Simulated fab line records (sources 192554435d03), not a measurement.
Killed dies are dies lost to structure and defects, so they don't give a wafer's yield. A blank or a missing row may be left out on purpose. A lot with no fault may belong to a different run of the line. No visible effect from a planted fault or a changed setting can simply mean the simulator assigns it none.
Chamber matching ; flow n5_finfet ; N5_BEOL_M8_ILD_DEP_00 on pecvd-01 has 3 sister chambers
The step deposits SiCOH lowk from DEMS/porogen, target thk 179.75 nm, time 33.4 s. 6 wafers are shown with their chamber, then 9 later ones without.

== EACH WAFER AND ITS CHAMBER ==
wafer;chamber;throttle_valve_pct (%);heater_power_w (W)
L084.1;2;13.6;380
L084.4;0;14.1;328
L084.6;1;15.2;210
L085.1;2;13.7;342
L085.4;1;15.1;240
L085.6;0;13.9;320

== WAFERS WITHOUT THEIR CHAMBER ==
wafer;throttle_valve_pct (%);heater_power_w (W)
L089.2;13.9;365
L089.3;14.2;328
L089.6;13.7;250
L093.1;14.0;309
L093.5;13.9;320
L093.6;13.4;349
L094.2;13.9;349
L094.3;14.0;323
L094.5;13.5;348

== WHICH CHAMBER EACH WENT THROUGH ==
wafer;from the rows above;in truth
L089.2;can't be placed: 0 or 2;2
L089.3;0;0
L089.6;can't be placed: 0 or 2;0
L093.1;0;0
L093.5;0;0
L093.6;2;2
L094.2;can't be placed: 0 or 2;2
L094.3;0;0
L094.5;2;2
6 of 9 placed correctly. Not placeable from these rows: 3 (in 3, the candidates include the true chamber). Placed wrongly: 0.
How it was worked out, from the rows above alone: a wafer's distance from a chamber is the root of the sum, over the readings, of the square of ((its reading less the chamber's mean) divided by the reading's scatter). If the next closest chamber is less than 2 further off than the closest, the wafer can't be placed; otherwise it belongs to the closest. A chamber's mean is the mean of its shown wafers. How the scatter is found: for the shown wafers, subtract from each reading the mean of its chamber, square and add these, divide the total by (wafers less chambers), then take the root.
